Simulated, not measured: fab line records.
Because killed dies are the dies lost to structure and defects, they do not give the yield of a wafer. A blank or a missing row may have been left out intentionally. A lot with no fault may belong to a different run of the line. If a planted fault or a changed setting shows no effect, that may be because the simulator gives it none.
fab line records	flow n5_finfet	part 2 of 2: steps 5 to 6 of 6
record: lots: 23	wafers: 69	last_day: 17
route steps=1938 shown WELL_APT@31 PMOS_HMC_CHANNEL_EPI@70 FIN_SAQP@140
lots untouched by any fault: they come from a run of this same line in which no faults occurred
start_h: the number of hours between the record's first day and the start of the first shown wafer of the lot	wait_h: hours from the lot's prior step to this one	" unchanged from the row above	L1.1+2: several wafers, shown together as one row	- no value, or no start given	* or withheld: withheld	< > ~ a bound
route shown NAME@n: names a module that has steps shown in the file, with the first one's number in the route	usual: average and standard deviation across the fault-free wafers	same: alike in all rows	chamber/n: place in a boat	sites: readings site by site	_std_site: standard deviation of those values	_edge_site: mean of outer sites minus mean of inner sites	radius_mm: for every site, how far away it sits from the centre of the wafer	mask NAME#n: copy n	behind: the tool/chamber that last shaped the wafer	hold: why the lot was held/for how many hours/how that ended	device: the n, p or np transistor that did not switch	end of line: tests of these same wafers at the route's end	for a step that has no rows: nothing shown but its recipe	killed: dies lost to structure and defects at the first sort, not the wafer's yield	map: the dies of a wafer, with x for killed, . for not killed, _ for no die there
set.NAME: the setting the step ran with; set.NAME@STEP: the setting that earlier step ran with	model.NAME: the simulator's own value behind a step, which no gauge read
one table for each step of the route and one row for each wafer, over a sample of lots
services: a tool's chamber out of use, with start hour (start_h, from the record's first day; less than 0 if before it), hours out, and reason
== steps ==
step: N5_FIN_SAQP_MANDREL2_REMOVE_60
recipe: chemistry: HBr/Cl2/O2	bt_time_s: 10	target: a-Si	stop_on: SiNx	endpoint: OES-SiCl	over_etch_frac: 1	icp_w: 600	bias_w: 22	HBr_flow_sccm: 150	Cl2_flow_sccm: 80	O2_flow_sccm: 5	pressure_mtorr: 10
usual: drypump_motor_current_A: 5.8/0.47	oes_product_au: 0.994/0.019	throttle_valve_pct: 36.53/0.21
lot.wafer	tool	chamber	start_h	wait_h	drypump_motor_current_A	oes_product_au	rf_hours_counter_h	throttle_valve_pct
L074.2	rie_si-03	0	25.94	0.1	5.1	1.009	85	36.34
L074.5	"	1	"	"	6.0	0.984	-	36.90
L074.6	"	2	"	"	5.6	1.018	-	36.37
L075.3	rie_si-03	3	31.55	0.1	5.5	0.974	115	36.77
L075.4	"	0	"	"	5.1	1.012	86	36.34
L075.5	"	3	"	"	5.5	0.978	-	36.77
L076.2	rie_si-04	1	36.95	0.1	5.4	0.971	197	36.66
L076.4	"	0	"	"	6.5	0.962	62	36.33
L076.6	"	1	"	"	5.4	0.963	-	36.66
L078.1	rie_si-03	1	50.99	0.1	6.0	0.977	182	36.91
L078.3	"	0	"	"	5.1	0.996	86	36.35
L078.6	"	1	"	"	6.0	0.988	-	36.91
L079.1	rie_si-02	3	57.34	0.1	6.2	0.990	138	36.81
L079.4	"	0	"	"	5.9	1.014	75	36.59
L079.6	"	2	"	"	6.0	1.001	-	36.34
L080.1	rie_si-04	3	61.21	0.1	6.4	0.984	87	36.41
L080.3	"	1	"	"	5.4	0.980	198	36.63
L080.6	"	1	"	"	5.4	0.980	-	36.63
L081.1	rie_si-04	0	67.53	0.1	6.4	0.969	62	36.32
L081.4	"	1	"	"	5.4	0.969	198	36.64
L081.6	"	3	"	"	6.4	0.982	-	36.43
L082.1	rie_si-04	1	74.42	0.1	5.4	0.965	198	36.64
L082.4	"	0	"	"	6.4	0.966	-	36.32
L082.6	"	3	"	"	6.4	0.982	-	36.40
L083.1	rie_si-03	2	79.34	0.1	5.5	1.022	8	36.36
L083.2	"	1	"	"	6.0	0.982	183	36.90
L083.4	"	1	"	"	6.0	0.986	-	36.92
L084.3	rie_si-02	0	86.02	0.1	5.9	1.008	75	36.58
L084.5	"	1	"	"	5.7	1.023	-	36.49
L084.6	"	0	"	"	5.9	1.013	-	36.57
L085.2	rie_si-03	1	94.48	0.1	6.0	0.984	184	36.89
L085.4	"	2	"	"	5.5	1.027	9	36.37
L085.6	"	3	"	"	5.5	0.983	-	36.77
L086.1	rie_si-02	0	100.70	0.1	5.9	1.022	76	36.57
L086.2	"	2	"	"	6.0	0.999	76	36.35
L086.4	"	3	"	"	6.2	0.992	139	36.78
L087.2	rie_si-03	1	105.26	0.1	6.0	0.992	184	36.91
L087.5	"	3	"	"	5.5	0.975	-	36.78
L087.6	"	0	"	"	5.1	1.004	-	36.35
L088.2	rie_si-02	0	111.26	0.1	5.9	1.016	76	36.58
L088.3	"	2	"	"	6.0	1.002	76	36.34
L088.5	"	3	"	"	6.2	0.995	-	36.80
L089.2	rie_si-04	2	115.49	0.1	4.9	0.999	9	36.39
L089.3	"	3	"	"	6.4	0.990	88	36.40
L089.6	"	3	"	"	6.4	0.990	-	36.40
L090.1	rie_si-03	2	122.71	0.1	5.6	1.009	9	36.37
L090.3	"	0	"	"	5.1	0.993	88	36.36
L090.6	"	3	"	"	5.5	0.967	-	36.78
L091.4	rie_si-03	1	127.81	0.0	6.0	0.983	184	36.90
L091.5	"	1	"	"	6.1	0.991	-	36.90
L091.6	"	2	"	"	5.5	1.013	-	36.37
L092.1	rie_si-04	3	134.54	0.1	6.4	0.976	89	36.43
L092.4	"	2	"	"	4.9	0.986	-	36.38
L092.6	"	3	"	"	6.4	0.975	-	36.41
L093.1	rie_si-02	3	139.74	0.1	6.2	0.987	140	36.81
L093.4	"	2	"	"	6.0	1.002	77	36.33
L093.5	"	3	"	"	6.2	1.003	-	36.79
L094.2	rie_si-02	1	146.63	0.1	5.7	1.024	134	36.46
L094.3	"	3	"	"	6.2	1.008	140	36.80
L094.4	"	0	"	"	5.9	1.015	76	36.60
L095.1	rie_si-03	3	152.13	0.1	5.5	0.978	116	36.78
L095.3	"	1	"	"	6.0	0.989	185	36.91
L095.4	"	2	"	"	5.5	1.013	10	36.39
L096.2	rie_si-03	1	157.46	0.1	6.0	0.986	185	36.92
L096.3	"	0	"	"	5.1	1.013	88	36.34
L096.6	"	2	"	"	5.5	1.025	-	36.38
L097.1	rie_si-02	2	163.49	0.1	6.0	0.999	77	36.33
L097.4	"	1	"	"	5.7	1.019	134	36.47
L097.5	"	0	"	"	5.9	1.009	-	36.60
step: N5_FIN_SAQP_STRIP_77
recipe: chemistry: N2/H2	time_s: 90	power_w: 100	temp_c: 40	pressure_mtorr: 100	rf_frequency_hz: 6e+07	bias_power_w: 3	n2_flow_sccm: 300	h2_flow_sccm: 300
usual: drypump_motor_current_A: 5.7/0.58	oes_product_au: 0.79/0.088	rf_vpp_V: 45.3/0.94	showerhead_plenum_p_Torr: 3.39/0.093	throttle_valve_pct: 12.3/0.3
same: time_s: 90
lot.wafer	tool	chamber	start_h	wait_h	drypump_motor_current_A	oes_product_au	rf_hours_counter_h	rf_vpp_V	showerhead_plenum_p_Torr	throttle_valve_pct
L074.2	rie_diel-04	2	26.19	0.0	5.8	0.96	7	46.5	3.32	12.0
L074.5	"	1	"	"	5.9	0.69	-	45.3	3.35	12.5
L074.6	"	0	"	"	6.5	0.72	-	45.2	3.34	12.3
L075.3	rie_diel-04	2	31.80	0.0	5.9	0.94	10	45.7	3.32	12.0
L075.4	"	1	"	"	6.0	0.69	-	45.9	3.34	12.5
L075.5	"	0	"	"	6.6	0.72	-	45.3	3.34	12.3
L076.2	rie_diel-06	1	37.20	0.0	5.7	0.80	90	44.1	3.55	12.4
L076.4	"	3	"	"	4.9	0.87	40	45.0	3.44	12.2
L076.6	"	1	"	"	5.7	0.79	-	46.3	3.55	12.4
L078.1	rie_diel-02	1	51.39	0.0	5.5	0.74	168	47.3	3.51	12.5
L078.3	"	3	"	"	5.1	0.72	178	44.2	3.37	12.7
L078.6	"	1	"	"	5.5	0.75	-	44.4	3.51	12.4
L079.1	rie_diel-06	0	57.59	0.0	6.9	0.82	70	44.3	3.29	11.8
L079.4	"	1	"	"	5.7	0.78	97	46.7	3.54	12.4
L079.6	"	0	"	"	6.9	0.82	-	45.0	3.29	11.8
L080.1	rie_diel-02	0	61.46	0.0	5.3	0.66	243	45.5	3.33	12.4
L080.3	"	3	"	"	5.1	0.70	181	45.8	3.37	12.7
L080.6	"	0	"	"	5.3	0.67	-	46.4	3.33	12.4
L081.1	rie_diel-04	0	67.80	0.0	6.5	0.70	208	45.5	3.34	12.3
L081.4	"	1	"	"	5.9	0.68	230	44.4	3.34	12.5
L081.6	"	1	"	"	6.0	0.68	-	45.3	3.34	12.5
L082.1	rie_diel-04	3	74.68	0.0	6.0	0.92	13	45.7	3.59	11.9
L082.4	"	1	"	"	6.0	0.69	231	45.4	3.34	12.5
L082.6	"	2	"	"	5.9	0.91	-	45.4	3.31	12.1
L083.1	rie_diel-04	3	79.63	0.0	6.0	0.92	15	44.2	3.59	11.9
L083.2	"	1	"	"	6.0	0.68	232	42.9	3.34	12.5
L083.4	"	2	"	"	5.8	0.90	26	46.5	3.31	12.1
L084.3	rie_diel-06	0	86.27	0.0	6.8	0.82	81	45.0	3.28	11.9
L084.5	"	3	"	"	4.9	0.85	-	43.8	3.43	12.2
L084.6	"	0	"	"	6.9	0.83	-	45.6	3.28	11.9
L085.2	rie_diel-06	3	94.73	0.0	4.9	0.85	61	45.3	3.43	12.2
L085.4	"	2	"	"	6.0	0.76	129	43.8	3.25	12.0
L085.6	"	1	"	"	5.7	0.78	-	44.7	3.54	12.5
L086.1	rie_diel-02	3	100.95	0.0	5.1	0.70	196	46.3	3.36	12.8
L086.2	"	2	"	"	6.5	0.85	68	44.7	3.42	12.2
L086.4	"	1	"	"	5.5	0.73	-	44.9	3.51	12.5
L087.2	rie_diel-02	2	105.69	0.0	6.5	0.86	70	45.1	3.42	12.2
L087.5	"	2	"	"	6.5	0.85	-	44.7	3.42	12.2
L087.6	"	1	"	"	5.5	0.72	-	47.4	3.50	12.5
L088.2	rie_diel-02	2	111.68	0.0	6.5	0.84	73	46.0	3.42	12.3
L088.3	"	1	"	"	5.5	0.72	188	45.2	3.50	12.5
L088.5	"	0	"	"	5.3	0.96	-	44.8	3.33	11.8
L089.2	rie_diel-02	0	115.74	0.0	5.3	0.96	6	46.5	3.33	11.8
L089.3	"	3	"	"	5.1	0.69	203	44.5	3.36	12.8
L089.6	"	3	"	"	5.1	0.68	-	43.9	3.36	12.8
L090.1	rie_diel-06	2	123.15	0.0	6.0	0.74	138	46.3	3.25	12.1
L090.3	"	1	"	"	5.7	0.76	120	44.3	3.53	12.5
L090.6	"	3	"	"	4.9	0.83	-	45.5	3.43	12.3
L091.4	rie_diel-02	3	128.11	0.0	5.1	0.69	-	45.9	3.36	12.8
L091.5	"	1	"	"	5.5	0.71	-	45.1	3.50	12.5
L091.6	"	0	"	"	5.2	0.94	-	45.2	3.32	11.8
L092.1	rie_diel-06	3	134.80	0.0	4.9	0.83	75	46.4	3.42	12.3
L092.4	"	0	"	"	6.8	0.80	98	45.5	3.27	11.9
L092.6	"	3	"	"	4.9	0.83	-	45.7	3.42	12.3
L093.1	rie_diel-06	0	139.99	0.0	6.9	0.80	99	44.4	3.27	11.9
L093.4	"	3	"	"	4.9	0.83	77	45.0	3.42	12.3
L093.5	"	1	"	"	5.8	0.76	-	43.2	3.53	12.5
L094.2	rie_diel-02	1	146.88	0.0	5.5	0.71	204	45.2	3.49	12.5
L094.3	"	2	"	"	6.5	0.84	76	43.7	3.42	12.3
L094.4	"	0	"	"	5.3	0.92	19	44.8	3.32	11.8
L095.1	rie_diel-06	3	152.38	0.0	4.9	0.81	81	45.7	3.42	12.3
L095.3	"	0	"	"	6.8	0.80	103	46.1	3.27	11.9
L095.4	"	1	"	"	5.7	0.75	130	44.4	3.53	12.5
L096.2	rie_diel-02	1	157.71	0.0	5.5	0.70	208	44.9	3.49	12.5
L096.3	"	0	"	"	5.3	0.91	23	44.1	3.32	11.8
L096.6	"	3	"	"	5.1	0.68	-	45.6	3.35	12.9
L097.1	rie_diel-02	3	163.75	0.0	5.1	0.68	223	44.3	3.35	12.9
L097.4	"	0	"	"	5.2	0.91	25	45.0	3.32	11.8
L097.5	"	2	"	"	6.5	0.84	-	43.6	3.42	12.3
== services ==
tool	chamber	start_h	hours	kind
rie_diel-04	0	-4.83	5.1	repair
rie_diel-03	2	3.00	64.7	repair
rie_diel-06	-	9.71	1.2	repair
rie_si-02	3	12.42	8.7	repair
rie_diel-02	1	15.34	7.3	repair
rie_si-05	-	20.23	0.3	repair
rie_si-05	-	41.59	0.7	repair
rie_si-03	3	47.70	40.3	repair
rie_diel-05	-	61.15	0.7	repair
rie_si-04	2	70.23	8.0	repair
rie_si-02	1	74.50	3.2	repair
rie_diel-05	-	76.88	0.9	repair
rie_si-03	2	83.02	1.5	repair
rie_diel-02	0	85.26	-	clean
rie_diel-03	1	95.95	26.3	repair
rie_diel-04	0	96.47	9.4	repair
rie_si-06	3	101.62	9.4	repair
rie_diel-04	1	108.49	18.2	repair
rie_diel-05	2	110.34	6.6	repair
rie_diel-05	-	125.78	2.8	pm
rie_diel-01	3	132.83	3.4	repair
rie_diel-03	-	137.82	2.8	pm
rie_diel-06	2	154.30	2.7	repair
rie_si-05	3	158.32	2.6	repair
